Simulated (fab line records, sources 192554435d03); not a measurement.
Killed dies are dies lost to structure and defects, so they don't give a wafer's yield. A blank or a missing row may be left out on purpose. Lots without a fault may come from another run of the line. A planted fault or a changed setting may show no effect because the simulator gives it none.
Problem report in the 8D (eight disciplines) form, filled by code | flow n5_finfet | the parts of the form that need people (team, actions taken, sign-off) are left out

1. THE PROBLEM
rf_fwd_power_W at N5_HKMG_FIN_ETCH_32 reads a mean of 334.6 W on 6 wafers of 2 lots; wafers without a fault read 838.1 W with a standard deviation of 2.6. That is -99 or more standard deviations from the usual mean.
The step: etches SOC in N2/H2, target depth 240 nm, time 300 s.
First seen on wafer L110.2, day 6 20:13, on rie_diel-03. The record holds 17 wafers of 6 lots with a number at this step. Rule for "out", or "out of limits": more than 4 standard deviations from the usual mean. The other wafers with a number count as sound.

2. WHAT IT IS AND WHAT IT IS NOT
question                    | is                       | is not
which readings at this step | rf_fwd_power_W, rf_vpp_V | drypump_motor_current_A, showerhead_plenum_p_Torr, throttle_valve_pct
which lots                  | L110, L111               | L104, L117, L120, L123
which wafers of those lots  | all that have a number   | -
read on which tools         | rie_diel-03              | rie_diel-04, rie_diel-05
when                        | from day 6 20:13         | up to then (2 sound wafers); but 9 sound wafers of L117, L120, L123 came after

3. SUSPECTS, AND WHAT RULES EACH OUT
Counting: a tool at a process step up to the reading stays a suspect if it ran every lot that is out and no sound lot after the first of them.
- rie_diel-03 at N5_HKMG_FIN_DESCUM_17 (chemistry O2, time 7.9 s): kept. It ran every lot that is out, first L110 (day 6 20:07), and no sound lot after that; its last sound lot up to then is L104 (day 5 03:49).
- rie_diel-03 at N5_HKMG_FIN_ETCH_31 (etches SiARC in CF4, target depth 45.5 nm, time 75.8 s): kept. It ran every lot that is out, first L110 (day 6 20:10), and no sound lot after that; its last sound lot up to then is L104 (day 5 03:51).
- rie_diel-03 at N5_HKMG_FIN_ETCH_32 (etches SOC in N2/H2, target depth 240 nm, time 300 s): kept. It ran every lot that is out, first L110 (day 6 20:13), and no sound lot after that; its last sound lot up to then is L104 (day 5 03:54). Its own readings are out on those wafers: rf_fwd_power_W, rf_vpp_V.
Left after counting: rie_diel-03 at N5_HKMG_FIN_DESCUM_17, rie_diel-03 at N5_HKMG_FIN_ETCH_31, rie_diel-03 at N5_HKMG_FIN_ETCH_32.

4. THE CAUSE (what the simulator had put in)
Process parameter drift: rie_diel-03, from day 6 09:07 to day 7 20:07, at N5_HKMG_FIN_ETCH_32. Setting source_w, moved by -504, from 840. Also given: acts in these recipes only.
Counting left 3 suspects, and this tool is among them.

5. THE CHAIN OF EFFECTS, in route order
Each row: a reading whose mean over the struck wafers that have a number lies more than 3 standard deviations from the usual. Only readings for which the record gives a usual standard deviation are gone through. hours: the time from each lot's start at the first step in this table that gives one to its start at this step, as a median over the lots. sigmas: the change in usual standard deviations.
hours | step                | reading        | usual     | on struck wafers | change | sigmas
0     | N5_HKMG_FIN_ETCH_32 | oes_product_au | 0.84 a.u. | 0.58             | -0.26  | -3.3
0     | N5_HKMG_FIN_ETCH_32 | rf_fwd_power_W | 838.1 W   | 334.6            | -503.5 | -99 or more
0     | N5_HKMG_FIN_ETCH_32 | rf_vpp_V       | 523.8 V   | 701.5            | +177.7 | +81
The process steps in it:
- N5_HKMG_FIN_ETCH_32: etches SOC in N2/H2, target depth 240 nm, time 300 s.
Later measuring or inspecting steps at which every struck wafer that the step has a row for has a number for every such reading, and none has moved that far: N5_BEOL_M4_RC_MEAS_101.

6. WHAT WOULD HAVE CAUGHT IT SOONER
In this record the first reading out of limits was taken at day 6 20:13, 11 hours after the fault began at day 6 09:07.
